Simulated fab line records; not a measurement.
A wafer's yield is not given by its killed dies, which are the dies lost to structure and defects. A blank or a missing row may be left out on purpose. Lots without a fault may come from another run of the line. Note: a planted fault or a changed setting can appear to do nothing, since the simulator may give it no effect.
fab line records + flow n5-finfet
record:
- lots: 12
- wafers: 36
- last-day: 17
route steps=1938 shown BEOL_M11@1597 BEOL_M12@1613
lots that met no fault: taken from a fault-free run of the same line
start-h: hours from the record's first day to the start of the lot's first wafer shown + wait-h: time in hours since the lot's previous step + " identical to the entry in the row above + L1.1+2: a row that stands for several wafers + - no value present, or no start provided + * or withheld: withheld + < > ~ a bound
route shown NAME@n: NAME is a module with steps in the file, n the number in the route of the first one + usual: mean/standard deviation taken from wafers without a fault + same: alike in all rows + chamber/n: place in a boat + sites: each site's reading + _std_site: their standard deviation + _edge_site: the outer-site mean with the inner-site mean subtracted + radius-mm: how far each site lies from the wafer's centre + mask NAME#n: copy n + behind: the most recent tool/chamber to have shaped the wafer + hold: why the lot went on hold/how many hours it stayed there/how the hold came to an end + device: the n, p or np transistor that did not switch + end of line: tests run on the same wafers once the route is complete + for a step that has no rows: nothing shown but its recipe + killed: the dies lost at the first sort to structure and to defects; this is not the yield of the wafer + map: shows each die of a wafer: x if killed, . if not, _ if none is there
set.NAME: the setting that was run; set.NAME@STEP: the one run at that earlier step + model.NAME: the simulator's own value behind a step, which no gauge read
route steps across a sampled set of lots; one table per step, one row per wafer
services: when a tool's chamber went out of use (start-h, in hours from the record's first day, below 0 if earlier), for how many hours, and the reason
== steps ==
step: N5_BEOL_M11_THK_MEAS_53
recipe:
- thk-meas-gauge: xrf
- reads: Cu_of_BEOL_M11_ECD_50
usual:
- M11_THK: 135/3.1
| lot.wafer | tool          | chamber | start-h | wait-h | M11_THK[nm] |
|-----------|---------------|---------|---------|--------|-------------|
| L622.3    | film-metro-02 | -       | 239.76  | -      | 138         |
| L622.5    | "             | -       | "       | "      | 138         |
| L622.6    | "             | -       | "       | "      | 132         |
| L624.3    | film-metro-01 | -       | 246.89  | -      | 138         |
| L624.4    | "             | -       | "       | "      | 133         |
| L624.6    | "             | -       | "       | "      | 137         |
| L626.4    | film-metro-01 | -       | 254.35  | -      | 140         |
| L626.5    | "             | -       | "       | "      | 139         |
| L626.6    | "             | -       | "       | "      | 134         |
| L628.1    | film-metro-02 | -       | 262.24  | -      | 138         |
| L628.2    | "             | -       | "       | "      | 138         |
| L628.6    | "             | -       | "       | "      | 138         |
| L627.2    | film-metro-01 | -       | 264.16  | -      | 134         |
| L627.3    | "             | -       | "       | "      | 133         |
| L627.4    | "             | -       | "       | "      | 135         |
| L630.4    | film-metro-02 | -       | 271.45  | -      | 133         |
| L630.5    | "             | -       | "       | "      | 128         |
| L630.6    | "             | -       | "       | "      | 131         |
| L629.1    | film-metro-01 | -       | 283.21  | -      | 137         |
| L629.4    | "             | -       | "       | "      | 132         |
| L629.6    | "             | -       | "       | "      | 133         |
| L632.1    | film-metro-02 | -       | 287.12  | -      | 129         |
| L632.4    | "             | -       | "       | "      | 134         |
| L632.5    | "             | -       | "       | "      | 132         |
| L636.2    | film-metro-01 | -       | 329.27  | -      | 130         |
| L636.4    | "             | -       | "       | "      | 132         |
| L636.5    | "             | -       | "       | "      | 140         |
| L638.2    | film-metro-02 | -       | 339.79  | -      | 141         |
| L638.3    | "             | -       | "       | "      | 133         |
| L638.5    | "             | -       | "       | "      | 135         |
| L641.2    | film-metro-01 | -       | 348.41  | -      | 136         |
| L641.4    | "             | -       | "       | "      | 135         |
| L641.5    | "             | -       | "       | "      | 134         |
| L642.2    | film-metro-01 | -       | 356.11  | -      | 136         |
| L642.3    | "             | -       | "       | "      | 137         |
| L642.4    | "             | -       | "       | "      | 134         |
step: N5_BEOL_M11_RS_MEAS_57
recipe:
- thk-meas-gauge: four-point-probe
- reads: Cu_of_BEOL_M11_ECD_50+Co_of_BEOL_M11_CVD_75+TaN_of_BEOL_M11_ALD_74
usual:
- M11_RS: 0.157/0.0042
| lot.wafer | tool          | chamber | start-h | wait-h | M11_RS[ohm/sq] |
|-----------|---------------|---------|---------|--------|----------------|
| L622.3    | film-metro-02 | -       | 239.88  | 0.0    | 0.154          |
| L622.5    | "             | -       | "       | "      | 0.153          |
| L622.6    | "             | -       | "       | "      | 0.160          |
| L624.3    | film-metro-01 | -       | 247.01  | 0.0    | 0.153          |
| L624.4    | "             | -       | "       | "      | 0.158          |
| L624.6    | "             | -       | "       | "      | 0.154          |
| L626.4    | film-metro-01 | -       | 254.47  | 0.0    | 0.151          |
| L626.5    | "             | -       | "       | "      | 0.152          |
| L626.6    | "             | -       | "       | "      | 0.158          |
| L628.1    | film-metro-02 | -       | 262.36  | 0.0    | 0.152          |
| L628.2    | "             | -       | "       | "      | 0.152          |
| L628.6    | "             | -       | "       | "      | 0.152          |
| L627.2    | film-metro-01 | -       | 264.31  | 0.1    | 0.157          |
| L627.3    | "             | -       | "       | "      | 0.159          |
| L627.4    | "             | -       | "       | "      | 0.157          |
| L630.4    | film-metro-01 | -       | 271.60  | 0.1    | 0.157          |
| L630.5    | "             | -       | "       | "      | 0.164          |
| L630.6    | "             | -       | "       | "      | 0.161          |
| L629.1    | film-metro-02 | -       | 283.36  | 0.1    | 0.152          |
| L629.4    | "             | -       | "       | "      | 0.161          |
| L629.6    | "             | -       | "       | "      | 0.159          |
| L632.1    | film-metro-01 | -       | 287.28  | 0.1    | 0.166          |
| L632.4    | "             | -       | "       | "      | 0.159          |
| L632.5    | "             | -       | "       | "      | 0.162          |
| L636.2    | film-metro-01 | -       | 329.43  | 0.1    | 0.163          |
| L636.4    | "             | -       | "       | "      | 0.159          |
| L636.5    | "             | -       | "       | "      | 0.150          |
| L638.2    | film-metro-01 | -       | 339.95  | 0.1    | 0.150          |
| L638.3    | "             | -       | "       | "      | 0.159          |
| L638.5    | "             | -       | "       | "      | 0.156          |
| L641.2    | film-metro-01 | -       | 348.53  | 0.0    | 0.157          |
| L641.4    | "             | -       | "       | "      | 0.159          |
| L641.5    | "             | -       | "       | "      | 0.160          |
| L642.2    | film-metro-02 | -       | 356.26  | 0.1    | 0.156          |
| L642.3    | "             | -       | "       | "      | 0.154          |
| L642.4    | "             | -       | "       | "      | 0.157          |
step: N5_BEOL_M12_OVL_MEAS_11
recipe:
- points-per-wafer: 44
usual:
- V11_OVL: -2/4.8
| lot.wafer | tool       | chamber | start-h | wait-h | V11_OVL[nm] |
|-----------|------------|---------|---------|--------|-------------|
| L622.3    | overlay-01 | 0       | 240.53  | 0.0    | -3          |
| L622.5    | "          | 0       | "       | "      | 0           |
| L622.6    | "          | 0       | "       | "      | 5           |
| L624.3    | overlay-01 | 0       | 247.54  | 0.0    | -7          |
| L624.4    | "          | 0       | "       | "      | -2          |
| L624.6    | "          | 0       | "       | "      | -3          |
| L626.4    | overlay-02 | 0       | 255.00  | 0.0    | 3           |
| L626.5    | "          | 0       | "       | "      | 2           |
| L626.6    | "          | 0       | "       | "      | -5          |
| L628.1    | overlay-02 | 0       | 263.01  | 0.0    | 0           |
| L628.2    | "          | 0       | "       | "      | -1          |
| L628.6    | "          | 0       | "       | "      | -1          |
| L627.2    | overlay-02 | 0       | 264.96  | 0.0    | -7          |
| L627.3    | "          | 0       | "       | "      | -11         |
| L627.4    | "          | 0       | "       | "      | -6          |
| L630.4    | overlay-01 | 0       | 272.13  | 0.0    | 2           |
| L630.5    | "          | 0       | "       | "      | 3           |
| L630.6    | "          | 0       | "       | "      | 2           |
| L629.1    | overlay-01 | 0       | 283.89  | 0.0    | 1           |
| L629.4    | "          | 0       | "       | "      | 2           |
| L629.6    | "          | 0       | "       | "      | -6          |
| L632.1    | overlay-02 | 0       | 287.94  | 0.0    | -6          |
| L632.4    | "          | 0       | "       | "      | -1          |
| L632.5    | "          | 0       | "       | "      | 1           |
| L636.2    | overlay-01 | 0       | 329.95  | 0.0    | 4           |
| L636.4    | "          | 0       | "       | "      | 0           |
| L636.5    | "          | 0       | "       | "      | 2           |
| L638.2    | overlay-02 | 0       | 340.66  | 0.0    | -7          |
| L638.3    | "          | 0       | "       | "      | -6          |
| L638.5    | "          | 0       | "       | "      | -9          |
| L641.2    | overlay-01 | 0       | 349.21  | 0.1    | 1           |
| L641.4    | "          | 0       | "       | "      | 4           |
| L641.5    | "          | 0       | "       | "      | 3           |
| L642.2    | overlay-01 | 0       | 356.97  | 0.0    | -6          |
| L642.3    | "          | 0       | "       | "      | -6          |
| L642.4    | "          | 0       | "       | "      | 1           |
step: N5_BEOL_M12_ETCH_59
recipe:
- chemistry: N2/H2
- target: BARC
- target-depth-a: 890
- overetch-a: 267
- time-s: 67.9
- ion-energy-ev: 200
- pressure-mtorr: 30
- source-w: 840
- bias-w: 150
- n2-flow-sccm: 200
- h2-flow-sccm: 200
usual:
- drypump-motor-current-A: 5.7/0.44
- h2-flow-sccm: 200.0/0.62
- oes-product-au: 0.69/0.073
- rf-vpp-V: 524/3.4
- showerhead-plenum-p-Torr: 2.54/0.12
- throttle-valve-pct: 17.81/0.19
| lot.wafer | tool        | chamber | start-h | wait-h | drypump-motor-current-A | h2-flow-sccm | oes-product-au | rf-hours-counter-h | rf-vpp-V | showerhead-plenum-p-Torr | throttle-valve-pct |
|-----------|-------------|---------|---------|--------|-------------------------|--------------|----------------|--------------------|----------|--------------------------|--------------------|
| L622.3    | rie-diel-04 | 3       | 240.73  | 0.0    | 5.3                     | 200.6        | 0.79           | 17                 | 528      | 2.70                     | 17.57              |
| L622.5    | "           | 0       | "       | "      | 5.5                     | 200.3        | 0.77           | -                  | 524      | 2.59                     | 17.61              |
| L622.6    | "           | 3       | "       | "      | 5.3                     | 200.7        | 0.79           | -                  | 528      | 2.70                     | 17.53              |
| L624.3    | rie-diel-04 | 2       | 247.63  | 0.0    | 6.2                     | 199.7        | 0.58           | 243                | 521      | 2.40                     | 18.32              |
| L624.4    | "           | 1       | "       | "      | 4.9                     | 200.7        | 0.60           | 213                | 521      | 2.42                     | 18.08              |
| L624.6    | "           | 0       | "       | "      | 5.5                     | 199.9        | 0.77           | -                  | 526      | 2.59                     | 17.60              |
| L626.4    | rie-diel-05 | 0       | 255.28  | 0.0    | 5.8                     | 200.1        | 0.76           | 40                 | 523      | 2.46                     | 17.65              |
| L626.5    | "           | 3       | "       | "      | 5.9                     | 199.5        | 0.67           | -                  | 527      | 2.69                     | 17.91              |
| L626.6    | "           | 0       | "       | "      | 5.8                     | 200.4        | 0.76           | -                  | 522      | 2.46                     | 17.62              |
| L628.1    | rie-diel-04 | 3       | 263.11  | 0.0    | 5.3                     | 200.1        | 0.78           | 24                 | 528      | 2.69                     | 17.57              |
| L628.2    | "           | 0       | "       | "      | 5.5                     | 200.7        | 0.76           | 44                 | 524      | 2.59                     | 17.61              |
| L628.6    | "           | 2       | "       | "      | 6.1                     | 200.5        | 0.58           | -                  | 519      | 2.40                     | 18.34              |
| L627.2    | rie-diel-03 | 1       | 265.06  | 0.0    | 6.0                     | 200.6        | 0.63           | 161                | 521      | 2.40                     | 17.97              |
| L627.3    | "           | 2       | "       | "      | 5.2                     | 199.3        | 0.66           | 154                | 521      | 2.44                     | 17.84              |
| L627.4    | "           | 2       | "       | "      | 5.2                     | 200.0        | 0.65           | -                  | 522      | 2.44                     | 17.83              |
| L630.4    | rie-diel-05 | 1       | 273.01  | 0.0    | 6.5                     | 200.5        | 0.78           | 27                 | 528      | 2.68                     | 17.65              |
| L630.5    | "           | 3       | "       | "      | 6.0                     | 199.9        | 0.66           | -                  | 527      | 2.68                     | 17.91              |
| L630.6    | "           | 0       | "       | "      | 5.8                     | 200.0        | 0.75           | -                  | 521      | 2.46                     | 17.64              |
| L629.1    | rie-diel-03 | 3       | 283.98  | 0.0    | 5.4                     | 200.2        | 0.60           | 245                | 522      | 2.51                     | 18.05              |
| L629.4    | "           | 0       | "       | "      | 5.5                     | 200.4        | 0.70           | 77                 | 525      | 2.68                     | 17.57              |
| L629.6    | "           | 2       | "       | "      | 5.2                     | 201.2        | 0.64           | -                  | 519      | 2.43                     | 17.86              |
| L632.1    | rie-diel-03 | 2       | 288.03  | 0.0    | 5.2                     | 200.4        | 0.64           | 164                | 520      | 2.43                     | 17.86              |
| L632.4    | "           | 0       | "       | "      | 5.5                     | 201.1        | 0.70           | 79                 | 527      | 2.68                     | 17.58              |
| L632.5    | "           | 2       | "       | "      | 5.2                     | 199.4        | 0.64           | -                  | 521      | 2.43                     | 17.85              |
| L636.2    | rie-diel-03 | 1       | 330.04  | 0.0    | 6.0                     | 220.3        | 0.62           | 188                | 520      | 2.45                     | 18.62              |
| L636.4    | "           | 3       | "       | "      | 5.4                     | 220.0        | 0.82           | 1                  | 522      | 2.56                     | 18.29              |
| L636.5    | "           | 1       | "       | "      | 6.0                     | 220.7        | 0.61           | -                  | 519      | 2.45                     | 18.63              |
| L638.2    | rie-diel-03 | 2       | 341.13  | 0.0    | 5.2                     | 219.8        | 0.63           | 187                | 520      | 2.48                     | 18.52              |
| L638.3    | "           | 3       | "       | "      | 5.4                     | 220.0        | 0.80           | 5                  | 521      | 2.56                     | 18.32              |
| L638.5    | "           | 0       | "       | "      | 5.5                     | 220.7        | 0.68           | -                  | 528      | 2.73                     | 18.23              |
| L641.2    | rie-diel-04 | 0       | 349.32  | 0.0    | 5.5                     | 199.5        | 0.72           | 74                 | 525      | 2.58                     | 17.67              |
| L641.4    | "           | 0       | "       | "      | 5.5                     | 200.0        | 0.73           | -                  | 524      | 2.58                     | 17.67              |
| L641.5    | "           | 3       | "       | "      | 5.3                     | 200.2        | 0.72           | -                  | 528      | 2.68                     | 17.64              |
| L642.2    | rie-diel-05 | 1       | 357.06  | 0.0    | 6.5                     | 200.1        | 0.74           | 51                 | 526      | 2.67                     | 17.68              |
| L642.3    | "           | 2       | "       | "      | 6.3                     | 202.3        | 0.60           | 242                | 520      | 2.42                     | 17.97              |
| L642.4    | "           | 0       | "       | "      | 5.8                     | 198.9        | 0.73           | 73                 | 521      | 2.45                     | 17.69              |
== services ==
| tool        | chamber | start-h | hours | kind                          |
|-------------|---------|---------|-------|-------------------------------|
| rie-diel-05 | 3       | 236.18  | 4.1   | repair                        |
| rie-diel-03 | 1       | 247.14  | 7.8   | repair                        |
| rie-diel-04 | 2       | 268.75  | -     | clean                         |
| rie-diel-04 | 2       | 268.75  | -     | consumable-replace:focus-ring |
| rie-diel-04 | 2       | 268.75  | -     | consumable-replace:showerhead |
| rie-diel-04 | 2       | 268.75  | 31.2  | scheduled-down                |
| rie-diel-04 | 2       | 268.75  | 31.2  | vent-cycle                    |
| rie-diel-05 | 2       | 293.13  | 6.3   | repair                        |
| rie-diel-03 | 3       | 297.06  | -     | clean                         |
| rie-diel-03 | 3       | 297.06  | -     | consumable-replace:focus-ring |
| rie-diel-03 | 3       | 297.06  | 31.2  | scheduled-down                |
| rie-diel-03 | 3       | 297.06  | 31.2  | vent-cycle                    |
| rie-diel-04 | 0       | 302.16  | 21.8  | repair                        |
| rie-diel-04 | -       | 322.52  | 0.7   | repair                        |
| rie-diel-04 | 1       | 332.38  | -     | clean                         |
| rie-diel-04 | 1       | 332.38  | -     | consumable-replace:focus-ring |
| rie-diel-04 | 1       | 332.38  | -     | consumable-replace:showerhead |
| rie-diel-04 | 1       | 332.38  | 17.4  | scheduled-down                |
| rie-diel-04 | 1       | 332.38  | 17.4  | vent-cycle                    |
== key ==
first-sign:
- step: N5_BEOL_M12_ETCH_59
- reading: h2-flow-sccm
- direction: up
- sigmas: 33
- usual: 200.0
- struck: 220.3
effect:
- step: N5_BEOL_M12_ETCH_59
- reading: throttle-valve-pct
- direction: up
- sigmas: 3.2
- usual: *
- struck: *
met-at N5_BEOL_M12_ETCH_59
struck-lots L636,L638
not-acting-at N5_BEOL_M11_THK_MEAS_53,N5_BEOL_M11_RS_MEAS_57,N5_BEOL_M12_OVL_MEAS_11
onset-between 288.03 330.04
fault:
- kind: process-parameter-drift
- tool: rie-diel-03
- chamber: -
- onset-h: 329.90
- steps: N5_BEOL_M12_ETCH_59
- channel: h2-flow-sccm
- offset: 20
- shape: step
- end-h: 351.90
- acts-in: these-recipes-only
- stated: 200
